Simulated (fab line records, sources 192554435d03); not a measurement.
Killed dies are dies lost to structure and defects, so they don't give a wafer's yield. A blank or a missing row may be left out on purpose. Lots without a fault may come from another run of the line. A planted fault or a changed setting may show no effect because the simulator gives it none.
Chamber matching | flow n5_finfet | N5_BEOL_M0_DEP_125 on pecvd-02: 3 sister chambers
The step deposits SiCN from 3MS/NH3, target thk 8 nm, time 14 s. 33 wafers are shown with their chamber, then 12 later ones without.

WAFERS WITH THEIR CHAMBER
wafer  | chamber | throttle_valve_pct (%) | showerhead_plenum_p_Torr (Torr)
L075.2 | 2       | 9.0                    | 3.650
L075.3 | 1       | 8.8                    | 3.658
L075.5 | 1       | 8.9                    | 3.665
L077.2 | 1       | 8.8                    | 3.664
L077.3 | 0       | 9.3                    | 3.660
L077.5 | 2       | 9.4                    | 3.660
L079.1 | 0       | 9.2                    | 3.658
L079.3 | 2       | 9.2                    | 3.656
L079.4 | 1       | 8.7                    | 3.659
L080.3 | 1       | 8.8                    | 3.660
L080.4 | 0       | 9.4                    | 3.658
L080.5 | 2       | 9.2                    | 3.655
L082.1 | 0       | 9.2                    | 3.659
L082.2 | 1       | 8.8                    | 3.662
L082.3 | 2       | 9.2                    | 3.651
L082.4 | 2       | 9.0                    | 3.667
L082.5 | 1       | 8.7                    | 3.673
L082.6 | 0       | 9.4                    | 3.669
L083.1 | 1       | 8.8                    | 3.658
L083.4 | 0       | 8.9                    | 3.654
L083.5 | 1       | 9.0                    | 3.665
L085.1 | 1       | 8.9                    | 3.670
L085.2 | 2       | 9.1                    | 3.656
L085.6 | 2       | 9.0                    | 3.661
L086.2 | 2       | 9.4                    | 3.656
L086.3 | 2       | 9.0                    | 3.651
L086.4 | 1       | 8.6                    | 3.667
L088.1 | 1       | 8.7                    | 3.667
L088.2 | 0       | 9.2                    | 3.668
L088.3 | 0       | 9.2                    | 3.668
L088.4 | 1       | 8.9                    | 3.663
L088.5 | 0       | 9.4                    | 3.653
L088.6 | 1       | 8.9                    | 3.665

SIGNATURES (means of the wafers above)
reading                  | chamber 0 | chamber 1 | chamber 2 | scatter within a chamber
throttle_valve_pct       | 9.244     | 8.807     | 9.150     | 0.139
showerhead_plenum_p_Torr | 3.66078   | 3.66400   | 3.65630   | 0.00517
Rule: a wafer's distance from a chamber is the root of the sum, over the readings, of the square of ((its reading less the chamber's mean) divided by the reading's scatter). The wafer belongs to the nearest chamber; if the next one is less than 2 further off, it can't be placed. The scatter: the root of (the sum of the squares of (reading less its chamber's mean) over the shown wafers, divided by (wafers less chambers)).

WAFERS WITHOUT THEIR CHAMBER
wafer  | throttle_valve_pct (%) | showerhead_plenum_p_Torr (Torr)
L094.2 | 8.6                    | 3.646
L094.3 | 8.6                    | 3.663
L094.4 | 9.2                    | 3.650
L095.3 | 8.9                    | 3.670
L095.4 | 8.5                    | 3.651
L095.5 | 8.4                    | 3.652
L096.1 | 8.8                    | 3.667
L096.2 | 8.7                    | 3.645
L096.3 | 8.9                    | 3.664
L096.4 | 8.6                    | 3.655
L096.5 | 8.8                    | 3.654
L096.6 | 8.7                    | 3.651

WHICH CHAMBER EACH WENT THROUGH
wafer  | from the rows above          | in truth
L094.2 | can't be placed: 1 or 2 or 0 | 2
L094.3 | 1                            | 1
L094.4 | can't be placed: 2 or 0      | 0
L095.3 | can't be placed: 1 or 0 or 2 | 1
L095.4 | can't be placed: 1 or 2      | 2
L095.5 | can't be placed: 1 or 2      | 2
L096.1 | 1                            | 1
L096.2 | can't be placed: 1 or 2 or 0 | 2
L096.3 | can't be placed: 1 or 2 or 0 | 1
L096.4 | can't be placed: 1 or 2      | 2
L096.5 | can't be placed: 1 or 2 or 0 | 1
L096.6 | can't be placed: 1 or 2 or 0 | 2
Placed correctly: 2 of 12. Can't be placed from these rows: 10 (the true chamber is among the candidates in 10). Placed wrongly: 0.
